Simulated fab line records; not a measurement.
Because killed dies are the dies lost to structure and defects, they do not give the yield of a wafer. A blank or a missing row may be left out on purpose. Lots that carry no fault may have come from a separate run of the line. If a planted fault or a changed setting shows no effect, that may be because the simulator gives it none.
Matching of chambers / flow nand harc / NHARC_A_WL_FILL_CMP_12 on cmp-04 has 4 sister chambers
The step polishes, t overpolish 30 s, target thk 75 nm. 24 wafers are shown with their chamber, then 12 later ones without.

WAFERS WITH THEIR CHAMBER
wafer=L075.3; chamber=1; motor current A (A)=12.9; time to endpoint s (s)=17.4; overpolish run s (s)=29.997
wafer=L075.4; chamber=2; motor current A (A)=10.8; time to endpoint s (s)=14.8; overpolish run s (s)=30.003
wafer=L075.6; chamber=1; motor current A (A)=12.3; time to endpoint s (s)=16.1; overpolish run s (s)=30.009
wafer=L074.2; chamber=2; motor current A (A)=10.7; time to endpoint s (s)=12.4; overpolish run s (s)=29.999
wafer=L074.5; chamber=2; motor current A (A)=10.9; time to endpoint s (s)=11.5; overpolish run s (s)=30.004
wafer=L074.6; chamber=3; motor current A (A)=11.9; time to endpoint s (s)=14.0; overpolish run s (s)=29.997
wafer=L078.2; chamber=1; motor current A (A)=13.2; time to endpoint s (s)=18.4; overpolish run s (s)=30.009
wafer=L078.4; chamber=0; motor current A (A)=13.0; time to endpoint s (s)=15.7; overpolish run s (s)=29.992
wafer=L078.6; chamber=2; motor current A (A)=11.0; time to endpoint s (s)=15.1; overpolish run s (s)=30.010
wafer=L081.3; chamber=0; motor current A (A)=12.6; time to endpoint s (s)=14.9; overpolish run s (s)=30.000
wafer=L081.4; chamber=2; motor current A (A)=10.9; time to endpoint s (s)=16.3; overpolish run s (s)=30.004
wafer=L081.6; chamber=0; motor current A (A)=13.0; time to endpoint s (s)=13.6; overpolish run s (s)=29.993
wafer=L084.2; chamber=3; motor current A (A)=12.0; time to endpoint s (s)=14.0; overpolish run s (s)=29.991
wafer=L084.3; chamber=2; motor current A (A)=10.3; time to endpoint s (s)=16.2; overpolish run s (s)=30.001
wafer=L084.5; chamber=0; motor current A (A)=12.3; time to endpoint s (s)=14.8; overpolish run s (s)=30.017
wafer=L088.1; chamber=0; motor current A (A)=12.8; time to endpoint s (s)=13.8; overpolish run s (s)=30.009
wafer=L088.5; chamber=0; motor current A (A)=12.4; time to endpoint s (s)=14.2; overpolish run s (s)=30.002
wafer=L088.6; chamber=3; motor current A (A)=12.3; time to endpoint s (s)=15.8; overpolish run s (s)=30.005
wafer=L086.2; chamber=2; motor current A (A)=10.9; time to endpoint s (s)=15.1; overpolish run s (s)=29.989
wafer=L086.3; chamber=0; motor current A (A)=12.2; time to endpoint s (s)=13.3; overpolish run s (s)=30.000
wafer=L086.5; chamber=3; motor current A (A)=11.9; time to endpoint s (s)=16.2; overpolish run s (s)=30.003
wafer=L087.3; chamber=0; motor current A (A)=13.0; time to endpoint s (s)=12.2; overpolish run s (s)=30.005
wafer=L087.4; chamber=1; motor current A (A)=12.5; time to endpoint s (s)=13.2; overpolish run s (s)=30.000
wafer=L087.5; chamber=1; motor current A (A)=12.4; time to endpoint s (s)=13.6; overpolish run s (s)=30.013

SIGNATURES, as means of the wafers listed above
reading=motor current A; chamber 0=12.662; chamber 1=12.660; chamber 2=10.786; chamber 3=12.025; scatter within a chamber=0.299
reading=time to endpoint s; chamber 0=14.062; chamber 1=15.740; chamber 2=14.486; chamber 3=15.000; scatter within a chamber=1.64
reading=overpolish run s; chamber 0=30.00225; chamber 1=30.00560; chamber 2=30.00143; chamber 3=29.99900; scatter within a chamber=0.00716
Rule: for a wafer and a chamber, the distance is found by dividing, reading by reading, the gap between the wafer's reading and the chamber's mean by the reading's scatter, squaring, summing and taking the root. If the next closest chamber is less than 2 further off than the closest, the wafer can't be placed; otherwise it belongs to the closest. The scatter: the root of (the sum of the squares of (reading less its chamber's mean) over the shown wafers, divided by (wafers less chambers)).

WAFERS MISSING THEIR CHAMBER
wafer=L093.1; motor current A (A)=11.5; time to endpoint s (s)=18.7; overpolish run s (s)=30.002
wafer=L093.3; motor current A (A)=13.4; time to endpoint s (s)=14.3; overpolish run s (s)=30.000
wafer=L093.5; motor current A (A)=11.0; time to endpoint s (s)=15.8; overpolish run s (s)=30.001
wafer=L091.1; motor current A (A)=11.9; time to endpoint s (s)=14.2; overpolish run s (s)=30.001
wafer=L091.2; motor current A (A)=13.3; time to endpoint s (s)=14.5; overpolish run s (s)=30.011
wafer=L091.5; motor current A (A)=10.5; time to endpoint s (s)=13.6; overpolish run s (s)=30.017
wafer=L095.1; motor current A (A)=13.4; time to endpoint s (s)=12.5; overpolish run s (s)=30.008
wafer=L095.2; motor current A (A)=12.7; time to endpoint s (s)=16.7; overpolish run s (s)=30.010
wafer=L095.5; motor current A (A)=13.0; time to endpoint s (s)=14.6; overpolish run s (s)=30.004
wafer=L097.2; motor current A (A)=13.0; time to endpoint s (s)=13.3; overpolish run s (s)=30.004
wafer=L097.3; motor current A (A)=12.6; time to endpoint s (s)=9.4; overpolish run s (s)=29.998
wafer=L097.6; motor current A (A)=12.9; time to endpoint s (s)=14.2; overpolish run s (s)=30.011

WHICH CHAMBER EACH ONE RAN IN
wafer=L093.1; from the rows above=can't be placed: 3 or 2 or 1 or 0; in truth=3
wafer=L093.3; from the rows above=can't be placed: 0 or 1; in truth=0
wafer=L093.5; from the rows above=2; in truth=2
wafer=L091.1; from the rows above=can't be placed: 3 or 0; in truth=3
wafer=L091.2; from the rows above=can't be placed: 1 or 0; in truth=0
wafer=L091.5; from the rows above=2; in truth=2
wafer=L095.1; from the rows above=can't be placed: 0 or 1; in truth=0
wafer=L095.2; from the rows above=can't be placed: 1 or 0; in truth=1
wafer=L095.5; from the rows above=can't be placed: 0 or 1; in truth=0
wafer=L097.2; from the rows above=can't be placed: 0 or 1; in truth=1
wafer=L097.3; from the rows above=can't be placed: 0 or 3 or 1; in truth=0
wafer=L097.6; from the rows above=can't be placed: 1 or 0 or 3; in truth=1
Correct placement for 2 of the 12. These rows do not allow placing 10 (true chamber among the candidates in 10). Number placed wrongly: 0.
